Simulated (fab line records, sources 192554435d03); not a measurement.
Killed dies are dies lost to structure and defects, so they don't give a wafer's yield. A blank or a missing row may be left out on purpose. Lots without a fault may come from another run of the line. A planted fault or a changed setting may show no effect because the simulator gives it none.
Split-lot experiment | flow n5_finfet | 7 lots, 21 wafers read, on a route of 1938 steps

THE SPLIT
At N5_BEOL_M14_TRENCH_ETCH_34 (etches SiO2 in C4F8/O2/Ar, target depth 556.65 nm, time 126.9 s), the setting bias_w was moved away from the recipe's 2040 W on 5 of the 21 wafers read, by -16.7% to +10.2%. The other wafers ran this setting at the recipe's value.

The reading is taken at the split's own step.

THE READING
rf_vpp_V, in V, at N5_BEOL_M14_TRENCH_ETCH_34 (etches SiO2 in C4F8/O2/Ar, target depth 556.65 nm, time 126.9 s). Fault-free wafers of this fab line usually give 2217 V, standard deviation 34 V.

wafer  | tool, chamber at the split | bias_w as run, W | against the recipe | rf_vpp_V, V | against lot-mates on the recipe
L075.1 | rie_diel-03, 3             | 2040             | recipe             | 2221        | -
L075.2 | rie_diel-03, 0             | 2040             | recipe             | 2242        | -
L075.3 | rie_diel-03, 2             | 2040             | recipe             | 2209        | -
L081.1 | rie_diel-01, 1             | 2248             | +10.2%             | 2432        | +184
L081.2 | rie_diel-01, 0             | 2040             | recipe             | 2248        | -
L081.5 | rie_diel-01, 3             | 2248             | +10.2%             | 2346        | +98
L082.1 | rie_diel-03, 3             | 2040             | recipe             | 2220        | -
L082.2 | rie_diel-03, 1             | 2040             | recipe             | 2203        | -
L082.5 | rie_diel-03, 1             | 2040             | recipe             | 2205        | -
L084.3 | rie_diel-03, 0             | 2040             | recipe             | 2241        | -
L084.5 | rie_diel-03, 2             | 2040             | recipe             | 2207        | -
L084.6 | rie_diel-03, 1             | 2040             | recipe             | 2203        | -
L094.3 | rie_diel-01, 0             | 2186             | +7.2%              | 2357        | +124
L094.4 | rie_diel-01, 1             | 2040             | recipe             | 2274        | -
L094.5 | rie_diel-01, 3             | 2040             | recipe             | 2191        | -
L096.2 | rie_diel-05, 1             | 2040             | recipe             | 2174        | -
L096.3 | rie_diel-05, 2             | 2040             | recipe             | 2264        | -
L096.4 | rie_diel-05, 3             | 2040             | recipe             | 2184        | -
L097.3 | rie_diel-03, 2             | 2040             | recipe             | 2205        | -
L097.5 | rie_diel-03, 3             | 1700             | -16.7%             | 1982        | -223
L097.6 | rie_diel-03, 0             | 1700             | -16.7%             | 1968        | -237

THE FIT
A straight line over all 21 wafers: rf_vpp_V changes by +15.5 V for each +1% of bias_w; r = +0.96; the points scatter about the line by 30 V.
The same after taking each lot's own level away (the mean of its wafers on the recipe; 21 wafers): +14 V for each +1%; r = +0.96; scatter 27 V.
On that fit, the largest move of bias_w shifts the reading by 2.3e+02 V.
The lots' own levels span 2205.0 to 2248.0 V, that is 1.3 times the standard deviation above.
So the lot-to-lot level changes the slope: the two fits differ.
Check: with one of the wafers moved furthest among these (-16.7%) left out of the fit, the line predicts -239 V for it against its lot-mates. It came out at -223 V against them.
Tool readings at the split's step, against how far the setting was moved: rf_vpp_V r = +0.96.

OTHER SPLITS ON THESE WAFERS
These wafers also went through other splits before the reading. Each is held against what the fit with the lots' levels taken away leaves over:
other split on the same wafers | wafers away from the commonest value | r with rf_vpp_V (lot level and that fit taken away)
N5_BEOL_M10_COAT_05 spin_rpm   | 7                                    | -0.28
N5_BEOL_M11_COAT_59 spin_rpm   | 8                                    | +0.21
N5_BEOL_M11_COAT_05 spin_rpm   | 5                                    | -0.02
N5_BEOL_M12_COAT_04 spin_rpm   | 6                                    | +0.05
N5_BEOL_M12_DESCUM_15 time_s   | 5                                    | +0.20

THE FILE'S OWN FIT
rf_vpp_V changes by +14.2 V for each +1% of bias_w, r = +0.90.
